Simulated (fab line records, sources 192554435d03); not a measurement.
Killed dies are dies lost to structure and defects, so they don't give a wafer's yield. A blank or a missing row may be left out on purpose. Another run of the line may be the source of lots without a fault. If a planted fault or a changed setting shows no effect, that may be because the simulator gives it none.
Comparing a struck lot with a sound one ; flow n5 finfet ; 15 steps out of a route of 1938
Sound: the wafers L815.1, L815.4, L815.6. Struck: wafers L822.4, L822.6. At the end, the cause is stated.
For every step that has rows: the tool of each side, followed by ch and its chambers, followed by its first start. Under that, the readings that differ: sound wafers ; struck wafers ; difference of the means ; sigmas: that difference in standard deviations of wafers without a fault.
alike: words and numbers the same on both sides, and readings whose means are apart by under 2 such deviations; not compared: readings that were withheld, readings missing a value for some wafer, numbers with overlapping values and no deviation given by the record, and bounds like >300 which may hide the same value.
A row with sigmas, a row that says differs or no value, or rows on one side alone: a step with any of these is where the two part. Non-overlapping numbers with no deviation appear without sigmas and do not part them. A reading missing from all wafers of one side parts the sides only when that side holds two or more wafers.

N5_BEOL_M11_STRIP_77: strips in N2/H2, time 10 s.
  sound: rie diel-03 ch 0,2,3; struck: rie diel-04 ch 0,2
  alike: drypump motor current A, oes product au, rf vpp V, showerhead plenum p Torr, throttle valve pct
  not compared: rf hours counter h
N5_BEOL_M11_OCD_MEAS_38:
  sound on ocd-01 at day 12 09:41; struck on ocd-01 at day 14 07:59
  alike: trench depth nm
then, 4 steps without rows for these wafers: N5_BEOL_M11_HM_STRIP_39 (strips TiN in peroxide tin strip, target depth 25 nm, time 158 s); N5_BEOL_M11_SRD_40 (time 30 s); N5_BEOL_M11_PRECLEAN_42 (cleans in residue remover, time 60 s); N5_BEOL_M11_SRD_43 (time 30 s).
N5_BEOL_M11_CD_MEAS_35: target cd 70 nm.
  sound on cd sem-03 at day 12 09:52; struck on cd sem-01 at day 14 08:08
  alike: cd nm
N5_BEOL_M11_CURE_72: cures SiCOH lowk, time 120 s.
  sound on uv cure-02 ch 1, day 12 10:54; struck on uv cure-03 ch 2, day 14 08:19
  alike: lamp power pct, wafer_temp_C_max
then, 1 step without rows for these wafers: N5_BEOL_M11_DEGAS_44 (time 60 s).
N5_BEOL_M11_PRE_CLEAN_45: time 30 s.
  sound on pvd sputter-03 at day 12 11:51; struck on pvd sputter-02 at day 14 09:19
  alike: heater power w
then, 1 step without rows for these wafers: N5_BEOL_M11_ALD_74 (deposits TaN, target thk 2 nm, pulse time 2 s, purge time 3 s).
N5_BEOL_M11_SURFACE_TREAT_76:
  sound on pvd sputter-03 at day 12 12:14; struck on pvd sputter-02 at day 14 09:54
  not compared: throttle valve pct
N5_BEOL_M11_CVD_75: deposits Co from CCTBA/H2, target thk 2 nm, time 138.9 s.
  sound on cvd co-02 ch 0,1, day 12 12:17; struck on cvd co-01 ch 0,2, day 14 10:02
reading;sound;struck;difference;sigmas
run length s (s);160.5 162.3 162.6;113.8 113.7;-48.1;-89
N5_BEOL_M11_SPUTTER_48: material Cu, target thk 12 nm, time 2 s.
  sound on pvd sputter-03 at day 12 12:30; struck on pvd sputter-02 at day 14 10:10
  alike: chamber pressure pa, throttle valve pct
N5_PASSIVATION_PROBE_49:
  only the struck wafers here have rows in the record (prober-02, day 16 05:33); the sound ones have none

== WHERE THEY PART ==
At N5_BEOL_M11_CVD_75 first; at N5_PASSIVATION_PROBE_49 last (within this record only).

WHY: what the simulator had put in
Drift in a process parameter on cvd co-01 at N5_BEOL_M11_CVD_75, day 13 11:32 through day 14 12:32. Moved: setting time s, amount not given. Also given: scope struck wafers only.
